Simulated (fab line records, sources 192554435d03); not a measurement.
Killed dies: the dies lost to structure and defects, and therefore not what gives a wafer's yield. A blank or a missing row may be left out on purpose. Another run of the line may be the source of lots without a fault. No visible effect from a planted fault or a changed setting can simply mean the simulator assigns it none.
Struck lot and sound lot, side by side | flow n5_finfet | 19 steps out of a route of 1938
Sound: these wafers, L749.1, L749.2, L749.4. Wafers L750.2, L750.5, L750.6 were the ones struck. The cause is given at the end.
Order at every step that has rows: each side's tool, ch and its chambers, its first start. Under that, the readings that differ: sound wafers | struck wafers | difference of the means | sigmas: that difference in standard deviations of wafers without a fault.
alike: words and numbers the same on both sides, and readings whose means are apart by under 2 such deviations; not compared: readings that were withheld, readings missing a value for some wafer, numbers with overlapping values and no deviation given by the record, and bounds like >300 which may hide the same value.
The two part at a step that has a row with sigmas, a row that says differs or no value, or rows on one side only. Numbers that don't overlap but have no deviation are shown without sigmas and don't part them. A reading missing from all wafers of one side parts the sides only when that side holds two or more wafers.

first, 7 steps without rows for these wafers: N5_BEOL_M8_COAT_60 (time 60 s, resist thk 35 nm); N5_BEOL_M8_COAT_05 (resist thk 90 nm); N5_BEOL_M8_EBR_07; N5_BEOL_M8_SOFTBAKE_06 (time 60 s); N5_BEOL_M8_EXPOSE_08 (exposes mask M8); N5_BEOL_M8_PEB_09 (peb time 60 s); N5_BEOL_M8_DEVELOP_10 (develop time 30 s).
N5_BEOL_M8_CD_MEAS_11: the cd target is 38.5 nm.
  sound on cd_sem-01 ch 0, day 14 14:08; struck on cd_sem-02 ch 0, day 14 07:58
  alike: cd_nm
N5_BEOL_M8_OVL_MEAS_12:
  sound on overlay-01 ch 0, day 14 14:10; struck on overlay-02 ch 0, day 14 08:00
  alike: M8_OVL
N5_BEOL_M8_INSPECT_13: inspects for defects (brightfield).
  sound on defect_inspect-02 at day 14 14:11; struck on defect_inspect-01 at day 14 08:01
  alike: raw_defect_count
N5_BEOL_M8_DESCUM_16: chemistry O2, time 7.9 s.
  sound on rie_diel-05 ch 0,1,2, day 14 14:50; struck on rie_diel-04 ch 0,2,3, day 14 08:44
  alike: drypump_motor_current_A, oes_product_au, rf_fwd_power_W, rf_vpp_V, showerhead_plenum_p_Torr, temp_c, throttle_valve_pct
  not compared: rf_hours_counter_h
N5_BEOL_M8_ETCH_61: etches SiARC in CF4, target depth 45.5 nm, time 75.8 s.
  sound on rie_diel-05 ch 0,1,2, day 14 14:53; struck on rie_diel-04 ch 0,2,3, day 14 08:46
  reading               | sound          | struck         | difference | sigmas
  etch_rf_on_time_s (s) | 76.6 75.9 77.4 | 75.1 73.2 75.1 | -2.2       | -2
  alike: bias_w, cf4_flow_sccm, drypump_motor_current_A, oes_product_au, rf_fwd_power_W, rf_vpp_V, showerhead_plenum_p_Torr, throttle_valve_pct
  not compared: rf_hours_counter_h
N5_BEOL_M8_ETCH_62: etches SOC in N2/H2, target depth 110 nm, overetch 22 nm, time 165 s.
  sound on rie_diel-05 ch 0,1,2, day 14 14:56; struck on rie_diel-04 ch 0,2,3, day 14 08:49
  no value came back on the struck wafers for any of 10 readings (bias_w (W), chamber_pressure_mTorr (mTorr) and others); on the sound wafers bias_w (W) reads 149.6 149.9 150.3
  reading                                      | sound          | struck   | difference | sigmas
  model.CAR-ArF_of_BEOL_M8_COAT_05.thk_nm (nm) | 0 0 0          | 51 51 51 | +51        |
  model.SiARC_of_BEOL_M8_COAT_60.thk_nm (nm)   | 28.4 28.4 28.4 | 35 35 35 | +7         |
then, 1 step without rows for these wafers: N5_BEOL_M8_STRIP_68 (strips in N2/H2).
N5_BEOL_M8_STRIP_67: strips in CF4.
  sound on rie_diel-05 ch 0,1,2, day 14 15:05; struck on rie_diel-04 ch 0,2,3, day 14 08:58
  alike: drypump_motor_current_A, oes_product_au, rf_vpp_V, showerhead_plenum_p_Torr, throttle_valve_pct
  not compared: rf_hours_counter_h
N5_BEOL_M8_HM_OPEN_17: chemistry Cl2/BCl3, target TiN, target depth 20 nm, overetch 6 nm.
  sound on rie_metal-01 ch 1, day 14 15:07; struck on rie_metal-01 ch 1, day 14 09:02
  reading                | sound             | struck            | difference | sigmas
  oes_product_au (a.u.)  | 0.63 0.62 0.63    | 0.27 0.27 0.27    | -0.36      | -8
  throttle_valve_pct (%) | 22.18 22.19 22.19 | 22.84 22.83 22.85 | +0.65      | +5
  alike: drypump_motor_current_A, rf_fwd_power_W
  not compared: rf_hours_counter_h
N5_BEOL_M8_STRIP_19: strips in O2.
  sound on rie_diel-06 ch 1,2,3, day 14 15:21; struck on rie_diel-04 ch 0,2,3, day 14 09:16
  alike: drypump_motor_current_A, oes_product_au, rf_vpp_V, showerhead_plenum_p_Torr, temp_c, throttle_valve_pct
  not compared: rf_hours_counter_h
N5_BEOL_M8_CD_MEAS_18: pitch 80 nm, target cd 40 nm.
  sound on cd_sem-02 at day 14 15:25; struck on cd_sem-01 at day 14 09:20
  reading    | sound          | struck | difference                    | sigmas
  cd_nm (nm) | 40.0 40.2 39.5 | - - -  | no value on the struck wafers |
then, 1 step without rows for these wafers: N5_BEOL_M8_COAT_63 (time 60 s, resist thk 60 nm).

== WHERE THEY PART ==
First at N5_BEOL_M8_ETCH_61; last, within this record, at N5_BEOL_M8_CD_MEAS_18.

WHY: whatever the simulator had introduced
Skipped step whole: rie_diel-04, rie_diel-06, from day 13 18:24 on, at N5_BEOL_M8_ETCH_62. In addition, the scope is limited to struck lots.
